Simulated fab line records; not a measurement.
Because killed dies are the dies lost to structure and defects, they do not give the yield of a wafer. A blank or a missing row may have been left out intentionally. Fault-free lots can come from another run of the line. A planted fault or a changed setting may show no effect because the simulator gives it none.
Struck lot and sound lot, side by side / flow nand_harc / 15 steps out of a route of 1159
Sound: wafers L392.2, L392.4, L392.5. Wafers struck: L398.2, L398.5, L398.6. The cause is named last.
Each step with rows lists, per side, the tool, then ch with its chambers, then its first start. Under that, the readings that differ: sound wafers / struck wafers / difference of the means / sigmas: that difference in standard deviations of wafers without a fault.
alike: a reading whose means differ by less than 2 such deviations, as well as words and numbers matching on both sides. not compared: withheld readings; readings where some wafer has no value; bounds like >300 that might hide an equal value; numbers whose values overlap and for which the record gives no deviation.
A row with sigmas, a row that says differs or no value, or rows on one side alone: a step with any of these is where the two part. Numbers that have no deviation but don't overlap get no sigmas and don't part them. A reading missing from all wafers of one side parts the sides only when that side holds two or more wafers.

first, 5 steps without rows for these wafers: NHARC_P_GATE_SOFTBAKE_86 (time 95 s); NHARC_P_GATE_EBR_87; NHARC_P_GATE_EXPOSE_88 (exposes mask P HVN, target cd 2000 nm); NHARC_P_GATE_PEB_89 (peb time 85 s); NHARC_P_GATE_DEVELOP_90 (time 70 s).
NHARC_P_GATE_CD_MEAS_91: target cd 2000 nm.
  sound on cd_sem-01 ch 0, day 5 23:13; struck on cd_sem-01 ch 0, day 7 13:21
reading=cd_nm (nm); sound=1998.1 1999.0 1999.9; struck=2001.8 2001.1 2003.9; difference=+3.3; sigmas=+2
then, 1 step without rows for these wafers: NHARC_P_GATE_HARDBAKE_92 (time 80 s).
NHARC_P_GATE_DESCUM_93: chemistry O2, time 3 s.
  sound on rie_diel-05 ch 2,3, day 5 23:23; struck on rie_diel-13 ch 0,1,2, day 7 13:33
  alike: drypump_motor_current_A, o2_flow_sccm, oes_product_au, rf_vpp_V, showerhead_plenum_p_Torr, throttle_valve_pct
  not compared: rf_hours_counter_h
following that, these wafers have no rows for 1 step: NHARC_P_GATE_IMPLANT_94.
NHARC_P_GATE_STRIP_113: strips in N2/H2, time 740 s.
  sound on plasma_asher-01 ch 0, day 5 23:45; struck on plasma_asher-02 ch 0,1, day 7 14:00
reading=heater_power_w (W); sound=102 103 100; struck=81 83 83; difference=-19; sigmas=-2
  alike: drypump_motor_current_A
  not compared: rf_hours_counter_h
NHARC_P_GATE_STRIP_95: strips in O2.
  sound on plasma_asher-01 ch 0, day 6 00:28; struck on plasma_asher-02 ch 0,1, day 7 14:37
  alike: drypump_motor_current_A, heater_power_w
  not compared: rf_hours_counter_h
then, 1 step without rows for these wafers: NHARC_P_GATE_STRIP_96 (strips in SPM, time 900 s).
NHARC_P_GATE_RTA_64: time 1 s.
  struck on rtp_anneal-01, day 7 15:11; sound on rtp_anneal-02 ch 0, day 6 01:04
  no value came back on the struck wafers for anneal_temp_c_max, lamp_power_pct (%), lamp_zone_5_pct (%), wafer_temp_C_max; on the sound wafers anneal_temp_c_max reads 1054.2 1054.7 1054.8
then, 1 step without rows for these wafers: NHARC_P_GATE_ETCH_77 (etches SiO2 in dHF, target depth 6 nm).
-- the record jumps here: 13 days lie between the struck wafers' starts before and after (it left off in module P_GATE and takes up again in module END, whose first step shown is number 1159 of the route) --
NHARC_END_SORT_01:
  sound on prober-02 ch 0, day 20 00:34; struck on prober-02 ch 0, day 20 22:56
reading=killed_at_other; sound=0 1 0; struck=4 1 4; difference=+3; sigmas=+2
reading=killed_at_periphery; sound=0 2 2; struck=641 643 634; difference=+638; sigmas=+99 or more
reading=killed_dies; sound=30 25 31; struck=677 677 677; difference=+648; sigmas=+68
  alike: killed_at_array, killed_open, killed_short

== WHERE THEY PART ==
At NHARC_P_GATE_CD_MEAS_91 first; at NHARC_END_SORT_01 last (within this record only).

WHY: what the simulator had put in
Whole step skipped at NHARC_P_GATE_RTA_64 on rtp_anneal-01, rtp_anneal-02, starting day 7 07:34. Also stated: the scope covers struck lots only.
